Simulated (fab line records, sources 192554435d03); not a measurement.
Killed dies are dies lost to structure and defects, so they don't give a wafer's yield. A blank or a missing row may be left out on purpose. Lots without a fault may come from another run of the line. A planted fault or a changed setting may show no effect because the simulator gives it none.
Tool commonality check | flow n5_finfet | 10 lots, 27 wafers sampled

WHY IT WAS OPENED
At N5_BEOL_M10_THK_MEAS_01 the reading M10_ILD_THK is flagged on 3 of 10 lots. Wafers without a fault read 268 nm, standard deviation 3.6.
Rule: a lot is flagged when every wafer of it that has a number lies more than 4 standard deviations from that mean, or none has a number. The other lots count as sound.

lot  | measured     | on            | M10_ILD_THK (nm), wafer by wafer | flag
L711 | day 10 13:30 | film_metro-02 | 267 272                          |
L721 | day 12 14:18 | film_metro-02 | 309 305 309                      | FLAGGED
L722 | day 13 07:37 | film_metro-01 | 314 312 316                      | FLAGGED
L723 | day 13 15:11 | film_metro-02 | 302 307 309                      | FLAGGED
L727 | day 14 00:56 | film_metro-02 | 264 272                          |
L728 | day 14 03:57 | film_metro-01 | 266 271 273                      |
L730 | day 15 05:22 | film_metro-01 | 263 267                          |
L732 | day 15 06:14 | film_metro-01 | 261 266 271                      |
L733 | day 15 13:47 | film_metro-02 | 267 275 274                      |
L731 | day 15 16:53 | film_metro-01 | 266 271 267                      |
The numbers of the flagged lots are 309 nm on average: +41 nm against the usual, or +11 standard deviations.

WHICH TOOL RAN EACH LOT
The record holds 3 process steps before the reading, out of a route of 1938 steps. In each cell: the tool, then ch and the chambers that the sampled wafers went through, then the start.
lot  | flag    | N5_BEOL_M9_CURE_72            | N5_BEOL_M9_CMP_52             | N5_BEOL_M10_CURE_71
L711 |         | uv_cure-02 ch 1, day 10 10:32 | cmp-03 ch 0,3, day 10 12:26   | uv_cure-02 ch 1, day 10 13:04
L721 | FLAGGED | uv_cure-02 ch 2, day 12 08:53 | cmp-04 ch 0,1,3, day 12 13:08 | uv_cure-02 ch 0, day 12 13:47
L722 | FLAGGED | uv_cure-01 ch 2, day 13 04:50 | cmp-01 ch 2,3, day 13 06:32   | uv_cure-02 ch 1, day 13 07:16
L723 | FLAGGED | uv_cure-01 ch 2, day 13 12:14 | cmp-01 ch 2,3, day 13 14:02   | uv_cure-01 ch 0, day 13 14:50
L727 |         | uv_cure-03 ch 2, day 13 20:53 | cmp-01 ch 0,3, day 13 23:23   | uv_cure-02 ch 0, day 14 00:16
L728 |         | uv_cure-03 ch 2, day 13 23:56 | cmp-01 ch 0,1,2, day 14 02:52 | uv_cure-03 ch 1, day 14 03:26
L730 |         | uv_cure-02 ch 2, day 15 00:20 | cmp-03 ch 2,3, day 15 04:18   | uv_cure-01 ch 0, day 15 04:56
L732 |         | uv_cure-03 ch 0, day 15 03:04 | cmp-04 ch 1,2, day 15 05:07   | uv_cure-03 ch 0, day 15 05:43
L733 |         | uv_cure-01 ch 1, day 15 10:15 | cmp-01 ch 2,3, day 15 12:40   | uv_cure-01 ch 0, day 15 13:22
L731 |         | uv_cure-01 ch 1, day 15 12:59 | cmp-03 ch 0,1,3, day 15 15:51 | uv_cure-01 ch 0, day 15 16:23
What these steps do:
- N5_BEOL_M9_CURE_72: cures SiCOH lowk, time 120 s.
- N5_BEOL_M9_CMP_52: polishes, stops on SiCOH lowk, t overpolish 7 s, target thk 140 nm.
- N5_BEOL_M10_CURE_71: cures SiCOH lowk, time 240 s.
- N5_BEOL_M10_THK_MEAS_01

FLAGGED OVER TOTAL, TOOL BY TOOL (the gauges that took the reading come last)
step                    | tool          | lots run | flagged | share of the flagged lots | sound lots run after its first flagged lot
N5_BEOL_M9_CURE_72      | uv_cure-01    | 4        | 2       | some                      | 2 (L733,L731)
N5_BEOL_M9_CURE_72      | uv_cure-02    | 3        | 1       | some                      | 1 (L730)
N5_BEOL_M9_CURE_72      | uv_cure-03    | 3        | 0       | none                      | -
N5_BEOL_M9_CMP_52       | cmp-01        | 5        | 2       | some                      | 3 (L727,L728,L733)
N5_BEOL_M9_CMP_52       | cmp-03        | 3        | 0       | none                      | -
N5_BEOL_M9_CMP_52       | cmp-04        | 2        | 1       | some                      | 1 (L732)
N5_BEOL_M10_CURE_71     | uv_cure-01    | 4        | 1       | some                      | 3 (L730,L733,L731)
N5_BEOL_M10_CURE_71     | uv_cure-02    | 4        | 2       | some                      | 1 (L727)
N5_BEOL_M10_CURE_71     | uv_cure-03    | 2        | 0       | none                      | -
N5_BEOL_M10_THK_MEAS_01 | film_metro-01 | 5        | 1       | some                      | 4 (L728,L730,L732,L731)
N5_BEOL_M10_THK_MEAS_01 | film_metro-02 | 5        | 2       | some                      | 2 (L727,L733)

WHAT THE TABLE ALLOWS
No row of the table ran every flagged lot.

WHAT THE SIMULATOR HAD PUT IN
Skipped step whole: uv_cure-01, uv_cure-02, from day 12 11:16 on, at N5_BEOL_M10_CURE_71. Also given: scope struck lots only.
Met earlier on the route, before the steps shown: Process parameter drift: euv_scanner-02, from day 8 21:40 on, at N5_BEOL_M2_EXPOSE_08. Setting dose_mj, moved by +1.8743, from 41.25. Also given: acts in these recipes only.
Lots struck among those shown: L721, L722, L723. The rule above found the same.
